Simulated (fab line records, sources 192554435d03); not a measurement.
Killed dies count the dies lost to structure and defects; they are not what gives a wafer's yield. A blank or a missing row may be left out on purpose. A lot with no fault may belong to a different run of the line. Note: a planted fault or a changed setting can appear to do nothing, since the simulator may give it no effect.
One fault seen from 2 desks -- flow n5 finfet -- each desk has only its own numbers; what lay behind them comes last

== THE METROLOGY DESK ==
Means of the sampled wafers that have a number, per lot and without regard to the tool the lot ran on: this is what the gauges read. A lot is out of limits, marked OUT, if its mean lies more than 4 standard deviations from the usual mean; the brackets give that distance. Readings shown: 7 of its 10, picked as those furthest out on some lot.
Columns: A = DIBL_N at N5_BEOL_M4_RC_MEAS_101, usual 36.3 mV/V; B = DIBL_P at N5_BEOL_M4_RC_MEAS_101, usual 36.2 mV/V; C = IOFF_N at N5_BEOL_M4_RC_MEAS_101, usual 0.160 nA/um; D = IOFF_P at N5_BEOL_M4_RC_MEAS_101, usual 0.21 nA/um; E = ION_P at N5_BEOL_M4_RC_MEAS_101, usual 465 uA/um; F = VT_N at N5_BEOL_M4_RC_MEAS_101, usual 250 mV; G = VT_P at N5_BEOL_M4_RC_MEAS_101, usual -250 mV
lot,first seen here,A,B,C,D,E,F,G
L693,day 7 20:53,39.9,39.6,0.216,0.28,469,245,-247
L694,day 8 00:02,36.0,35.6,0.157,0.21,466,249,-249
L697,day 9 08:10,34.1,34.1,0.130,0.16,461,254,-254
L699,day 9 12:29,37.0,36.0,0.158,0.20,462,249,-251
L703,day 10 22:34,35.9,38.0,0.159,0.20,463,250,-255
L705,day 11 00:25,35.7,33.4,0.133,0.17,461,253,-255
L707,day 11 05:48,37.6,37.6,0.197,0.22,462,248,-250
L714,day 13 12:34,34.4,34.6,0.132,0.19,462,252,-250
L715,day 13 18:03,36.1,34.9,0.161,0.21,464,246,-249
L716,day 13 21:29,36.0,35.8,0.146,0.17,454,250,-255
Result from this desk: across the 10 lots, nothing is out of limits.

== DESK OF THE TOOL OWNER: rie diel-03 ==
The tool's own readings at N5_FIN_SAQP_ETCH_57 (etches SiNx in CH3F/O2, target depth 32.5 nm, time 46.4 s): means of the sampled wafers that have a number, for each lot that ran on this tool. A lot is out of limits, marked OUT, if its mean lies more than 4 standard deviations from the usual mean; the brackets give that distance.
Columns: A = drypump motor current A at N5_FIN_SAQP_ETCH_57, usual 5.7 A; B = etch rf on time s at N5_FIN_SAQP_ETCH_57, usual 45.9 s; C = oes product au at N5_FIN_SAQP_ETCH_57, usual 0.71 a.u.; D = rf vpp V at N5_FIN_SAQP_ETCH_57, usual 298 V; E = showerhead plenum p Torr at N5_FIN_SAQP_ETCH_57, usual 2.03 Torr; F = throttle valve pct at N5_FIN_SAQP_ETCH_57, usual 16.23 %
lot,first seen here,A,B,C,D,E,F
L693,day 1 23:36,5.7,46.1,0.59,300,1.96,16.45
L703,day 4 14:04,5.7,46.4,0.79,298,2.07,16.32
L707,day 5 12:13,6.1,53.8 (+7.9) OUT,0.68,294,2.03,16.60
Finding of this desk: L707 out of limits; the first was L707 at day 5 12:13, on etch rf on time s at N5_FIN_SAQP_ETCH_57. In limits: L693, L703.

== ALL TOGETHER ==
The tool owner's desk had the chance to raise an alarm at day 5 12:13 on L707.
The metrology desk saw nothing out of limits.
The metrology desk has L707 on record, within its limits.
All the named lots went through N5_FIN_SAQP_ETCH_57 on rie diel-03.

== WHAT THE SIMULATOR PUT IN ==
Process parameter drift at N5_FIN_SAQP_ETCH_57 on rie diel-03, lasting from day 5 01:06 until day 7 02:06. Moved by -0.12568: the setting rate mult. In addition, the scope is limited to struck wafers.
Shown lots that were struck: L707.
Time in hours from fault onset to the first out-of-limits reading at each desk: the tool owner's desk, 11.
